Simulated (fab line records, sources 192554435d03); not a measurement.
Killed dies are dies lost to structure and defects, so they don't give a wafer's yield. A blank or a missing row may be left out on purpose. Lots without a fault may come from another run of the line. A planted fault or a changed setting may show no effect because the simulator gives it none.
Chamber matching | flow n5_finfet | N5_DUMMY_GATE_ETCH_44 on rie_si-01: 4 sister chambers
The step etches poly-Si in HBr/O2, stops on SiO2, target depth 127.5 nm. 16 wafers are shown with their chamber, then 8 later ones without.

WAFERS WITH THEIR CHAMBER
wafer  | chamber | throttle_valve_pct (%) | drypump_motor_current_A (A) | rf_fwd_power_W (W)
L074.1 | 1       | 18.57                  | 5.3                         | 398.3
L074.2 | 3       | 18.41                  | 5.3                         | 398.0
L074.4 | 2       | 18.39                  | 4.8                         | 400.7
L077.2 | 3       | 18.40                  | 5.2                         | 397.2
L077.5 | 3       | 18.41                  | 5.3                         | 397.1
L077.6 | 2       | 18.40                  | 4.8                         | 400.1
L079.1 | 0       | 19.06                  | 4.8                         | 398.7
L079.3 | 3       | 18.40                  | 5.3                         | 395.8
L079.4 | 2       | 18.38                  | 4.8                         | 400.8
L080.3 | 2       | 18.41                  | 4.8                         | 399.6
L080.4 | 3       | 18.39                  | 5.3                         | 396.7
L080.5 | 3       | 18.41                  | 5.3                         | 397.1
L085.2 | 2       | 18.38                  | 4.8                         | 398.1
L085.3 | 0       | 19.06                  | 4.9                         | 396.4
L085.4 | 1       | 18.58                  | 5.3                         | 398.0
L086.1 | 2       | 18.39                  | 4.8                         | 398.4

SIGNATURES (means of the wafers above)
reading                 | chamber 0 | chamber 1 | chamber 2 | chamber 3 | scatter within a chamber
throttle_valve_pct      | 19.0600   | 18.5750   | 18.3917   | 18.4033   | 0.00943
drypump_motor_current_A | 4.850     | 5.300     | 4.800     | 5.283     | 0.0333
rf_fwd_power_W          | 397.550   | 398.150   | 399.617   | 396.983   | 0.994
Rule: a wafer's distance from a chamber is the root of the sum, over the readings, of the square of ((its reading less the chamber's mean) divided by the reading's scatter). The wafer belongs to the nearest chamber; if the next one is less than 2 further off, it can't be placed. The scatter: the root of (the sum of the squares of (reading less its chamber's mean) over the shown wafers, divided by (wafers less chambers)).

WAFERS WITHOUT THEIR CHAMBER
wafer  | throttle_valve_pct (%) | drypump_motor_current_A (A) | rf_fwd_power_W (W)
L086.3 | 19.07                  | 4.8                         | 396.4
L086.4 | 18.60                  | 5.3                         | 399.0
L096.1 | 19.08                  | 4.8                         | 399.9
L096.2 | 18.40                  | 5.2                         | 395.8
L096.3 | 18.60                  | 5.3                         | 398.9
L096.4 | 18.58                  | 5.3                         | 396.8
L096.5 | 18.39                  | 5.2                         | 397.9
L096.6 | 19.07                  | 4.9                         | 397.0

WHICH CHAMBER EACH WENT THROUGH
wafer  | from the rows above | in truth
L086.3 | 0                   | 0
L086.4 | 1                   | 1
L096.1 | 0                   | 0
L096.2 | 3                   | 3
L096.3 | 1                   | 1
L096.4 | 1                   | 1
L096.5 | 3                   | 3
L096.6 | 0                   | 0
Placed correctly: 8 of 8. Can't be placed from these rows: 0. Placed wrongly: 0.
